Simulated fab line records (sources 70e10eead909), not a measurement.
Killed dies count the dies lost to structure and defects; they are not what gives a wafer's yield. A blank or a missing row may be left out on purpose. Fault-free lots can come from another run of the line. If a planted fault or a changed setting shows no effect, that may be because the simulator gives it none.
Matching of chambers	flow nand harc	pecvd-01 running NHARC_P_M1_PRE_CLEAN_32: 3 sister chambers
The step time 12 s. 27 wafers are shown with their chamber, then 12 later ones without.

WAFERS PAIRED WITH THEIR CHAMBERS
wafer	chamber	heater power w (W)
L077.1	2	753
L077.3	1	533
L077.4	1	533
L078.1	0	683
L078.5	1	494
L078.6	0	665
L078.2	1	485
L078.3	2	650
L078.4	2	697
L079.2	0	764
L079.5	0	766
L079.6	1	462
L081.1	1	555
L081.3	2	750
L081.6	1	545
L080.1	2	755
L080.2	0	756
L080.3	1	536
L082.1	2	716
L082.3	1	544
L082.5	2	737
L082.2	0	779
L082.4	1	539
L082.6	0	781
L086.4	0	756
L086.5	1	502
L086.6	2	725

SIGNATURES (means of the wafers above)
reading	chamber 0	chamber 1	chamber 2	scatter within a chamber
heater power w	743.75	520.73	722.88	36.3
Rule: a wafer's distance from a chamber is the root of the sum, over the readings, of the square of ((its reading less the chamber's mean) divided by the reading's scatter). The wafer belongs to the nearest chamber; if the next one is less than 2 further off, it can't be placed. How the scatter is found: for the shown wafers, subtract from each reading the mean of its chamber, square and add these, divide the total by (wafers less chambers), then take the root.

WAFERS WITH NO CHAMBER GIVEN
wafer	heater power w (W)
L088.1	650
L088.3	492
L088.5	700
L089.2	729
L089.4	536
L089.6	748
L092.1	679
L092.3	678
L092.5	548
L096.2	651
L096.5	698
L096.6	665

WHICH CHAMBER EACH ONE RAN IN
wafer	from the rows above	in truth
L088.1	can't be placed: 2 or 0 or 1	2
L088.3	1	1
L088.5	can't be placed: 2 or 0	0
L089.2	can't be placed: 2 or 0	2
L089.4	1	1
L089.6	can't be placed: 0 or 2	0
L092.1	can't be placed: 2 or 0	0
L092.3	can't be placed: 2 or 0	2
L092.5	1	1
L096.2	can't be placed: 2 or 0 or 1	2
L096.5	can't be placed: 2 or 0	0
L096.6	can't be placed: 2 or 0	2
Correctly placed: 3 of 12. Cannot be placed on the basis of these rows: 9; the candidates contain the true chamber in 9. Number placed wrongly: 0.
